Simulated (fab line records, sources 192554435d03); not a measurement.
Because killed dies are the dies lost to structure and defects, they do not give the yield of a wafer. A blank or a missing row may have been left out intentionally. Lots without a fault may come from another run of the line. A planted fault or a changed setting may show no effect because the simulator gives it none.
Split-lot trial | flow n5_finfet | 21 wafers read across 7 lots, on a route 1938 steps long

## SPLIT DETAILS
At N5_BEOL_M13_COAT_22 (resist thk 300 nm), the setting spin_rpm was moved away from the recipe's 2888 rpm on 8 of the 21 wafers read, by -11.1% to +8.8%. All remaining wafers had this setting at the recipe value.

The split's own step is where the reading is taken.

## THE READING
coat_of_BEOL_M13_COAT_22.thk_nm (the simulator's own value, which no gauge read), in nm, at N5_BEOL_M13_COAT_22 (resist thk 300 nm). The file gives no usual value for it. Here, 13 wafers ran the recipe; their average is 299.5 nm with a standard deviation of 0.68 nm.

wafer  | tool, chamber at the split | spin_rpm as run, rpm | against the recipe | coat_of_BEOL_M13_COAT_22.thk_nm, nm | against lot-mates on the recipe
L082.2 | litho_track-01, 0          | 2759                 | -4.5%              | 307                                 | +7.0
L082.4 | litho_track-01, 0          | 2888                 | recipe             | 300                                 | -
L082.6 | litho_track-01, 0          | 2759                 | -4.5%              | 306.2                               | +6.2
L080.1 | litho_track-04, 0          | 2888                 | recipe             | 300.2                               | -
L080.3 | litho_track-04, 0          | 3061                 | +6.0%              | 291.2                               | -8.6
L080.6 | litho_track-04, 0          | 2888                 | recipe             | 299.4                               | -
L083.2 | litho_track-04, 0          | 2888                 | recipe             | 299.8                               | -
L083.3 | litho_track-04, 0          | 2805                 | -2.9%              | 303.8                               | +4.0
L083.5 | litho_track-04, 0          | 2805                 | -2.9%              | 304.6                               | +4.8
L084.3 | litho_track-01, 0          | 2888                 | recipe             | 300                                 | -
L084.4 | litho_track-01, 0          | 2888                 | recipe             | 299.6                               | -
L084.5 | litho_track-01, 0          | 3142                 | +8.8%              | 287.6                               | -12.2
L088.1 | litho_track-01, 0          | 2567                 | -11.1%             | 316.8                               | +18.5
L088.3 | litho_track-01, 0          | 2888                 | recipe             | 298.2                               | -
L088.5 | litho_track-01, 0          | 2888                 | recipe             | 298.4                               | -
L097.1 | litho_track-01, 0          | 2888                 | recipe             | 300.6                               | -
L097.4 | litho_track-01, 0          | 2704                 | -6.4%              | 309.4                               | +9.2
L097.6 | litho_track-01, 0          | 2888                 | recipe             | 299.8                               | -
L096.1 | litho_track-03, 0          | 2888                 | recipe             | 298.8                               | -
L096.2 | litho_track-03, 0          | 2888                 | recipe             | 299.4                               | -
L096.5 | litho_track-03, 0          | 2888                 | recipe             | 299                                 | -

THE FIT
A straight line over all 21 wafers: coat_of_BEOL_M13_COAT_22.thk_nm changes by -1.49 nm for each +1% of spin_rpm; r = -0.99; the points scatter about the line by 0.69 nm.
The same after taking each lot's own level away (the mean of its wafers on the recipe; 21 wafers): -1.51 nm for each +1%; r = -1.00; scatter 0.55 nm.
On that fit, the largest move of spin_rpm shifts the reading by 17 nm.
From 298.30 to 300.20 nm: that is the span of the lots' own levels, equal to 2.8 times the standard deviation above.
So the lot-to-lot level changes the slope little: the two slopes agree.
Check: +16 nm against its lot-mates is what the line predicts for one of the wafers moved furthest among these (-11.1%) when that wafer is left out of the fit. It came out at +18.5 nm against them.

## OTHER SPLITS ON THESE WAFERS
Before the reading, these wafers also passed through other splits. Each is held against what the fit with the lots' levels taken away leaves over:
other split on the same wafers    | wafers away from the commonest value | r with coat_of_BEOL_M13_COAT_22.thk_nm (lot level and that fit taken away)
N5_BEOL_M9_COAT_75 time_s         | 6                                    | -0.17
N5_BEOL_M10_TRENCH_ETCH_37 bias_w | 7                                    | +0.00
N5_BEOL_M11_DEP_56 time_s         | 4                                    | -0.01
N5_BEOL_M12_COAT_58 spin_rpm      | 3                                    | +0.31
N5_BEOL_M12_ETCH_68 time_s        | 9                                    | -0.36
N5_BEOL_M12_SPUTTER_44 time_s     | 8                                    | +0.00
N5_BEOL_M13_COAT_65 spin_rpm      | 8                                    | -0.06

## FILE'S OWN FIT
coat_of_BEOL_M13_COAT_22.thk_nm changes by -1.52 nm for each +1% of spin_rpm, r = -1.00.
